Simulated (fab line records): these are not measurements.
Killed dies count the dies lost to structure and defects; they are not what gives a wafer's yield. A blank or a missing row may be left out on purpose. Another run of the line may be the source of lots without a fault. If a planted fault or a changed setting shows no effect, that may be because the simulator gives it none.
Split-lot trial / flow n5_finfet / route with 1938 steps; 7 lots, 21 wafers read

## THE SPLIT ITSELF
At N5_BEOL_M6_COAT_63 (time 60 s, resist thk 60 nm), the setting spin_rpm was moved away from the recipe's 1500 rpm on 6 of the 21 wafers read, by -9.9% to +9.5%. For the rest of the wafers, this setting stayed at what the recipe calls for.

## FROM THE SPLIT TO THE READING: what the file shows between them, 6 steps
- N5_BEOL_M6_COAT_71: time 60 s, resist thk 5 nm (also split here: spin_rpm)
- N5_BEOL_M6_COAT_22: resist thk 30 nm
- N5_BEOL_M6_EBR_24
- N5_BEOL_M6_DESCUM_33: chemistry O2, time 7 s
- N5_BEOL_M6_ETCH_72: etches underlayer in N2/H2, target depth 6.5 nm, time 5.2 s
- N5_BEOL_M6_ETCH_65: etches SiARC in CF4, target depth 15.6 nm, time 26 s

## THE READING
etch.depth_nm (the simulator's own value, which no gauge read), in nm, at N5_BEOL_M6_ETCH_66 (etches SOC in N2/H2, target depth 80 nm, overetch 16 nm, time 120 s). There is no usual value for it anywhere in the file. The 15 wafers here that ran the recipe average 60.10 nm, standard deviation 0.13 nm.

wafer=L076.2; tool, chamber at the split=litho_track-01, 0; spin_rpm as run, rpm=1500; against the recipe=recipe; etch.depth_nm, nm=60.17; against lot-mates on the recipe=-
wafer=L076.3; tool, chamber at the split=litho_track-01, 0; spin_rpm as run, rpm=1500; against the recipe=recipe; etch.depth_nm, nm=59.99; against lot-mates on the recipe=-
wafer=L076.5; tool, chamber at the split=litho_track-01, 0; spin_rpm as run, rpm=1366; against the recipe=-8.9%; etch.depth_nm, nm=62.92; against lot-mates on the recipe=+2.84
wafer=L078.1; tool, chamber at the split=litho_track-01, 0; spin_rpm as run, rpm=1500; against the recipe=recipe; etch.depth_nm, nm=60.3; against lot-mates on the recipe=-
wafer=L078.2; tool, chamber at the split=litho_track-01, 0; spin_rpm as run, rpm=1500; against the recipe=recipe; etch.depth_nm, nm=60.26; against lot-mates on the recipe=-
wafer=L078.6; tool, chamber at the split=litho_track-01, 0; spin_rpm as run, rpm=1500; against the recipe=recipe; etch.depth_nm, nm=60.22; against lot-mates on the recipe=-
wafer=L082.2; tool, chamber at the split=litho_track-01, 0; spin_rpm as run, rpm=1500; against the recipe=recipe; etch.depth_nm, nm=60.14; against lot-mates on the recipe=-
wafer=L082.3; tool, chamber at the split=litho_track-01, 0; spin_rpm as run, rpm=1500; against the recipe=recipe; etch.depth_nm, nm=59.92; against lot-mates on the recipe=-
wafer=L082.4; tool, chamber at the split=litho_track-01, 0; spin_rpm as run, rpm=1500; against the recipe=recipe; etch.depth_nm, nm=60.21; against lot-mates on the recipe=-
wafer=L083.1; tool, chamber at the split=litho_track-01, 0; spin_rpm as run, rpm=1500; against the recipe=recipe; etch.depth_nm, nm=60.27; against lot-mates on the recipe=-
wafer=L083.2; tool, chamber at the split=litho_track-01, 0; spin_rpm as run, rpm=1386; against the recipe=-7.6%; etch.depth_nm, nm=62.64; against lot-mates on the recipe=+2.37
wafer=L083.5; tool, chamber at the split=litho_track-01, 0; spin_rpm as run, rpm=1386; against the recipe=-7.6%; etch.depth_nm, nm=62.83; against lot-mates on the recipe=+2.56
wafer=L085.1; tool, chamber at the split=litho_track-02, 0; spin_rpm as run, rpm=1500; against the recipe=recipe; etch.depth_nm, nm=60.13; against lot-mates on the recipe=-
wafer=L085.2; tool, chamber at the split=litho_track-02, 0; spin_rpm as run, rpm=1500; against the recipe=recipe; etch.depth_nm, nm=59.99; against lot-mates on the recipe=-
wafer=L085.5; tool, chamber at the split=litho_track-02, 0; spin_rpm as run, rpm=1500; against the recipe=recipe; etch.depth_nm, nm=59.93; against lot-mates on the recipe=-
wafer=L090.1; tool, chamber at the split=litho_track-03, 0; spin_rpm as run, rpm=1642; against the recipe=+9.5%; etch.depth_nm, nm=57.51; against lot-mates on the recipe=-2.45
wafer=L090.5; tool, chamber at the split=litho_track-03, 0; spin_rpm as run, rpm=1642; against the recipe=+9.5%; etch.depth_nm, nm=57.54; against lot-mates on the recipe=-2.42
wafer=L090.6; tool, chamber at the split=litho_track-03, 0; spin_rpm as run, rpm=1500; against the recipe=recipe; etch.depth_nm, nm=59.96; against lot-mates on the recipe=-
wafer=L093.1; tool, chamber at the split=litho_track-01, 0; spin_rpm as run, rpm=1500; against the recipe=recipe; etch.depth_nm, nm=60; against lot-mates on the recipe=-
wafer=L093.3; tool, chamber at the split=litho_track-01, 0; spin_rpm as run, rpm=1351; against the recipe=-9.9%; etch.depth_nm, nm=63.41; against lot-mates on the recipe=+3.39
wafer=L093.5; tool, chamber at the split=litho_track-01, 0; spin_rpm as run, rpm=1500; against the recipe=recipe; etch.depth_nm, nm=60.03; against lot-mates on the recipe=-

FIT RESULTS
A straight line over all 21 wafers: etch.depth_nm changes by -0.308 nm for each +1% of spin_rpm; r = -0.99; the points scatter about the line by 0.18 nm.
The same after taking each lot's own level away (the mean of its wafers on the recipe; 21 wafers): -0.299 nm for each +1%; r = -0.99; scatter 0.17 nm.
According to that fit, moving spin_rpm by its largest amount changes the reading by 3 nm.
The span of the lots' own levels, 59.960 to 60.270 nm, comes to 2.4 times the standard deviation stated above.
Hence the lot-to-lot level has little effect on the slope; both slopes agree.
Check: with one of the wafers moved furthest among these (-9.9%) left out of the fit, the line predicts +2.95 nm for it against its lot-mates. It came out at +3.39 nm against them.

## ADDITIONAL SPLITS CARRIED BY THESE WAFERS
Note: prior to the reading, these wafers also went through further splits. Each is held against what the fit with the lots' levels taken away leaves over:
other split on the same wafers=N5_BEOL_M5_COAT_74 spin_rpm; wafers away from the commonest value=5; r with etch.depth_nm (lot level and that fit taken away)=+0.20
other split on the same wafers=N5_BEOL_M5_COAT_22 spin_rpm; wafers away from the commonest value=3; r with etch.depth_nm (lot level and that fit taken away)=+0.03
other split on the same wafers=N5_BEOL_M6_COAT_71 spin_rpm; wafers away from the commonest value=8; r with etch.depth_nm (lot level and that fit taken away)=-0.25

## THE WHOLE CHAIN: every reading that the file lists as answering this split, in the file's order
step=N5_BEOL_M6_COAT_63; what it does=time 60 s, resist thk 60 nm; reading=SOC_of_BEOL_M6_COAT_63.thk_nm (the simulator's own value, which no gauge read); change (the file's fit)=-0.311 nm for each +1% of the setting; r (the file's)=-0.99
step=N5_BEOL_M6_ETCH_66; what it does=etches SOC in N2/H2, target depth 80 nm, overetch 16 nm, time 120 s; reading=etch.depth_nm (the simulator's own value, which no gauge read); change (the file's fit)=-0.31 nm for each +1% of the setting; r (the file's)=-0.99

## THE FILE'S OWN FIT
etch.depth_nm changes by -0.31 nm for each +1% of spin_rpm, r = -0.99.
